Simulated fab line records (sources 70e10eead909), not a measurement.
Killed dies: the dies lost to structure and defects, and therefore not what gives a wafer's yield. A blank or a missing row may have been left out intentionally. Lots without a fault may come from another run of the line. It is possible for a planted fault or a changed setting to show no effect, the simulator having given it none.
A lot that was struck, set against a sound lot -- flow nand_harc -- 35 steps out of a route of 1302
Sound: these wafers, L629.3, L629.4, L629.6. Wafers L632.1, L632.2, L632.5 were the ones struck. The cause comes at the end.
At each step with rows: each side's tool, then ch and its chambers, then its first start. Under that, the readings that differ: sound wafers -- struck wafers -- difference of the means -- sigmas: that difference in standard deviations of wafers without a fault.
alike: same words and numbers on both sides, and readings whose means sit less than 2 such deviations apart. not compared: any withheld reading, any reading some wafer has no value for, any bound like >300 that may hide the same value, and any number with overlapping values for which the record gives no deviation.
The two part at a step that has a row with sigmas, a row that says differs or no value, or rows on one side only. Non-overlapping numbers with no deviation appear without sigmas and do not part them. A reading that every wafer of one side lacks parts them only if that side has two wafers or more.

first, 7 steps without rows for these wafers: NHARC_P_STI_DEVELOP_08 (time 50 s); NHARC_P_STI_HARDBAKE_13 (time 65 s); NHARC_P_STI_DESCUM_14 (chemistry O2, time 3 s); NHARC_P_STI_ETCH_42 (etches the open film in N2/H2, target depth 80 nm, overetch 24 nm, time 61 s); NHARC_P_STI_ETCH_31 (etches the open film in CF4/CHF3, target depth 108.9 nm, time 54.5 s); NHARC_P_STI_ETCH_15 (etches the open film in HBr/Cl2, target depth 300 nm, time 100.1 s); NHARC_P_STI_STRIP_19 (strips in SPM, time 900 s).
NHARC_P_STI_PRECLEAN_32: cleans in SC1.
  sound on wet_bench-04 ch 0,2,5, day 6 03:16; struck on wet_bench-09 ch 3,4,7, day 7 14:00
  alike: h2o2_flow_mL_min
then, 25 steps without rows for these wafers: NHARC_P_STI_SRD_23; NHARC_P_STI_OXIDE_33 (material SiO2, target thk 10 nm, ox time 281 s); NHARC_P_STI_HDPCVD_20 (deposits SiO2); NHARC_P_STI_ANNEAL_34 (time 1800 s); NHARC_P_STI_CMP_21 (polishes, t overpolish 20 s, target thk 380.67 nm); NHARC_P_STI_SRD_35; NHARC_P_STI_ETCH_36 (etches SiO2 in dHF, target depth 38.8 nm); NHARC_P_STI_STRIP_24 (strips Si3N4 in H3PO4); NHARC_P_STI_ETCH_37 (etches SiO2 in dHF, target depth 11 nm); NHARC_P_STI_PRECLEAN_38 (cleans in SC1); NHARC_P_STI_SRD_39; NHARC_P_STI_OXIDE_40 (material SiO2, target thk 10 nm, ox time 1362 s); NHARC_P_GATE_ETCH_69 (etches SiO2 in dHF, target depth 14 nm); NHARC_P_GATE_PRECLEAN_70 (cleans in SC1); NHARC_P_GATE_SRD_01; NHARC_P_GATE_OXIDE_02 (material SiO2, target thk 37.5 nm, ox time 365 s); NHARC_P_GATE_DEHYDRATE_03 (time 120 s); NHARC_P_GATE_HMDS_04 (time 30 s); NHARC_P_GATE_COAT_05; NHARC_P_GATE_SOFTBAKE_06 (time 95 s); NHARC_P_GATE_EBR_07; NHARC_P_GATE_EXPOSE_08 (exposes mask P HV); NHARC_P_GATE_PEB_09 (peb time 85 s); NHARC_P_GATE_DEVELOP_10 (time 70 s); NHARC_P_GATE_HARDBAKE_12 (time 80 s).
-- record jumps: 22 days between struck wafers' starts before vs after; left off in module P_GATE, resumes in module END, first step shown is number 1301 of the route --
NHARC_END_WLT_00:
  struck on prober-01, day 29 12:46; sound on prober-01, day 27 23:11
reading,sound,struck,difference,sigmas
VT_DECK1_BOTTOM,0.882 0.878 0.878,0.915 0.918 0.915,+0.037,+5
VT_DECK1_BOTTOM_INNER,0.871 0.879 0.879,0.911 0.916 0.902,+0.033,+5
VT_DECK1_MEDIAN_NEAR_BOTTOM,0.870 0.883 0.871,0.916 0.919 0.918,+0.043,+6
VT_DECK1_MEDIAN_NEAR_BOTTOM_INNER,0.870 0.876 0.877,0.924 0.916 0.919,+0.045,+7
VT_DECK1_MIDDLE,0.892 0.877 0.890,0.927 0.922 0.933,+0.041,+6
VT_DECK1_MIDDLE_INNER,0.886 0.894 0.890,0.927 0.931 0.927,+0.038,+6
VT_DECK1_TOP,0.899 0.894 0.896,0.941 0.936 0.932,+0.040,+5
VT_DECK1_TOP_INNER,0.897 0.900 0.905,0.942 0.938 0.933,+0.037,+5
VT_DECK2_BOTTOM,0.867 0.872 0.864,0.915 0.914 0.919,+0.048,+8
VT_DECK2_BOTTOM_INNER,0.866 0.868 0.864,0.910 0.924 0.927,+0.054,+8
VT_DECK2_MEDIAN_NEAR_BOTTOM,0.865 0.867 0.863,0.917 0.921 0.926,+0.056,+9
VT_DECK2_MEDIAN_NEAR_BOTTOM_INNER,0.869 0.868 0.861,0.920 0.913 0.923,+0.053,+9
VT_DECK2_MIDDLE,0.883 0.882 0.873,0.933 0.936 0.926,+0.052,+8
VT_DECK2_MIDDLE_INNER,0.881 0.879 0.875,0.928 0.923 0.931,+0.049,+9
VT_DECK2_TOP,0.889 0.900 0.879,0.944 0.946 0.941,+0.054,+8
VT_DECK2_TOP_INNER,0.888 0.897 0.898,0.948 0.935 0.943,+0.048,+7
  not compared: hold
NHARC_END_SORT_01:
  sound on prober-01 ch 0, day 28 02:47; struck on prober-01 ch 0, day 29 19:37
reading,sound,struck,difference,sigmas
hold,- - -,await_dispo/3.8h/release await_dispo/3.8h/release await_dispo/3.8h/release,no value on the sound wafers,
  alike: killed_at_array, killed_at_other, killed_at_periphery, killed_dies, killed_open, killed_short

== WHERE THEY PART ==
At NHARC_END_WLT_00 first; at NHARC_END_SORT_01 last (within this record only).

WHY: the cause the simulator had injected
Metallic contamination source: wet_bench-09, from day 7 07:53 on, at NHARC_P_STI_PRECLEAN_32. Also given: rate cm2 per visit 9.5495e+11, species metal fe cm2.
